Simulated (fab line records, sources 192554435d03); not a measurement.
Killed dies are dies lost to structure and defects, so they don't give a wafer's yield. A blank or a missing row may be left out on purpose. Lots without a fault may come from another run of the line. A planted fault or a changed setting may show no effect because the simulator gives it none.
Chamber matching | flow n5_finfet | N5_BEOL_M1_ETCH_70 on rie_diel-04: 4 sister chambers
The step etches SOC in N2/H2, target depth 80 nm, overetch 16 nm, time 120 s. 4 wafers are shown with their chamber, then 8 later ones without.

WAFERS WITH THEIR CHAMBER
wafer  | chamber | showerhead_plenum_p_Torr (Torr)
L082.1 | 3       | 2.51
L085.4 | 0       | 2.50
L085.6 | 1       | 2.41
L090.2 | 2       | 2.66

WAFERS WITHOUT THEIR CHAMBER
wafer  | showerhead_plenum_p_Torr (Torr)
L090.4 | 2.40
L090.6 | 2.50
L096.2 | 2.49
L096.5 | 2.65
L096.6 | 2.49
L097.1 | 2.50
L097.5 | 2.49
L097.6 | 2.65

WHICH CHAMBER EACH WENT THROUGH
wafer  | from the rows above     | in truth
L090.4 | 1                       | 1
L090.6 | can't be placed: 0 or 3 | 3
L096.2 | can't be placed: 0 or 3 | 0
L096.5 | 2                       | 2
L096.6 | can't be placed: 0 or 3 | 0
L097.1 | can't be placed: 0 or 3 | 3
L097.5 | can't be placed: 0 or 3 | 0
L097.6 | 2                       | 2
Placed correctly: 3 of 8. Can't be placed from these rows: 5 (the true chamber is among the candidates in 5). Placed wrongly: 0.
How it was worked out, from the rows above alone: a wafer's distance from a chamber is the root of the sum, over the readings, of the square of ((its reading less the chamber's mean) divided by the reading's scatter). The wafer belongs to the nearest chamber; if the next one is less than 2 further off, it can't be placed. A chamber's mean is the mean of its shown wafers. The scatter: with one shown wafer a chamber, the root of the mean of the squares of how far each hidden wafer lies from its nearest shown one.
